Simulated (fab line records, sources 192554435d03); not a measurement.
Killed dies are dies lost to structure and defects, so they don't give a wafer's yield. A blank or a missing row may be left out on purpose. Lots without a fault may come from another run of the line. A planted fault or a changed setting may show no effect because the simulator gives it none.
Split-lot experiment | flow n5_finfet | 7 lots, 21 wafers read, on a route of 1938 steps

THE SPLIT
At N5_BEOL_M1_COAT_05 (resist thk 30 nm), the setting spin_rpm was moved away from the recipe's 1500 rpm on 5 of the 21 wafers read, by -8.4% to +8.5%. The other wafers ran this setting at the recipe's value.

FROM THE SPLIT TO THE READING: what the file shows between them, 4 steps
- N5_BEOL_M1_EBR_07
- N5_BEOL_M1_SOFTBAKE_06: time 60 s
- N5_BEOL_M1_EXPOSE_08: exposes mask M1
- N5_BEOL_M1_PEB_09: peb time 60 s

THE READING
CAR-EUV_of_BEOL_M1_COAT_05.thk_nm (the simulator's own value, which no gauge read), in nm, at N5_BEOL_M1_DEVELOP_10 (develop time 30 s). The file gives no usual value for it. The 16 wafers here that ran the recipe average 29.6 nm, standard deviation 0.078 nm.

wafer  | tool, chamber at the split | spin_rpm as run, rpm | against the recipe | CAR-EUV_of_BEOL_M1_COAT_05.thk_nm, nm | against lot-mates on the recipe
L074.3 | litho_track-03, 0          | 1628                 | +8.5%              | 28.4                                  | -1.2
L074.5 | litho_track-03, 0          | 1628                 | +8.5%              | 28.4                                  | -1.2
L074.6 | litho_track-03, 0          | 1500                 | recipe             | 29.6                                  | -
L079.1 | litho_track-01, 0          | 1500                 | recipe             | 29.6                                  | -
L079.2 | litho_track-01, 0          | 1500                 | recipe             | 29.4                                  | -
L079.4 | litho_track-01, 0          | 1500                 | recipe             | 29.4                                  | -
L081.2 | litho_track-01, 0          | 1500                 | recipe             | 29.6                                  | -
L081.4 | litho_track-01, 0          | 1500                 | recipe             | 29.6                                  | -
L081.6 | litho_track-01, 0          | 1500                 | recipe             | 29.6                                  | -
L082.2 | litho_track-03, 0          | 1593                 | +6.2%              | 28.6                                  | -0.9
L082.3 | litho_track-03, 0          | 1500                 | recipe             | 29.4                                  | -
L082.6 | litho_track-03, 0          | 1500                 | recipe             | 29.6                                  | -
L084.2 | litho_track-05, 0          | 1500                 | recipe             | 29.6                                  | -
L084.4 | litho_track-05, 0          | 1500                 | recipe             | 29.6                                  | -
L084.5 | litho_track-05, 0          | 1500                 | recipe             | 29.6                                  | -
L086.2 | litho_track-01, 0          | 1374                 | -8.4%              | 30.8                                  | +1.2
L086.4 | litho_track-01, 0          | 1500                 | recipe             | 29.6                                  | -
L086.6 | litho_track-01, 0          | 1374                 | -8.4%              | 31                                    | +1.4
L096.1 | litho_track-03, 0          | 1500                 | recipe             | 29.6                                  | -
L096.4 | litho_track-03, 0          | 1500                 | recipe             | 29.6                                  | -
L096.5 | litho_track-03, 0          | 1500                 | recipe             | 29.6                                  | -

THE FIT
A straight line over all 21 wafers: CAR-EUV_of_BEOL_M1_COAT_05.thk_nm changes by -0.149 nm for each +1% of spin_rpm; r = -0.99; the points scatter about the line by 0.089 nm.
The same after taking each lot's own level away (the mean of its wafers on the recipe; 21 wafers): -0.148 nm for each +1%; r = -0.99; scatter 0.064 nm.
On that fit, the largest move of spin_rpm shifts the reading by 1.3 nm.
The lots' own levels span 29.47 to 29.60 nm, that is 1.7 times the standard deviation above.
So the lot-to-lot level changes the slope little: the two slopes agree.
Check: with one of the wafers moved furthest among these (+8.5%) left out of the fit, the line predicts -1.26 nm for it against its lot-mates. It came out at -1.2 nm against them.

OTHER SPLITS ON THESE WAFERS
These wafers also went through other splits before the reading. Each is held against what the fit with the lots' levels taken away leaves over:
other split on the same wafers   | wafers away from the commonest value | r with CAR-EUV_of_BEOL_M1_COAT_05.thk_nm (lot level and that fit taken away)
N5_BEOL_M0_SAQP_COAT_08 spin_rpm | 11                                   | -0.11
N5_BEOL_M0_SAQP_ETCH_107 bias_w  | 11                                   | -0.11
N5_BEOL_M0_SAQP_COAT_87 spin_rpm | 8                                    | +0.11
N5_BEOL_M1_PECVD_72 time_s       | 9                                    | +0.06

THE WHOLE CHAIN: every reading that the file lists as answering this split, in the file's order
step                  | what it does      | reading                                                                            | change (the file's fit)               | r (the file's)
N5_BEOL_M1_COAT_05    | resist thk 30 nm  | CAR-EUV_of_BEOL_M1_COAT_05.thk_nm (the simulator's own value, which no gauge read) | -0.139 nm for each +1% of the setting | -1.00
N5_BEOL_M1_DEVELOP_10 | develop time 30 s | CAR-EUV_of_BEOL_M1_COAT_05.thk_nm (the simulator's own value, which no gauge read) | -0.147 nm for each +1% of the setting | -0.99

THE FILE'S OWN FIT
CAR-EUV_of_BEOL_M1_COAT_05.thk_nm changes by -0.147 nm for each +1% of spin_rpm, r = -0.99.
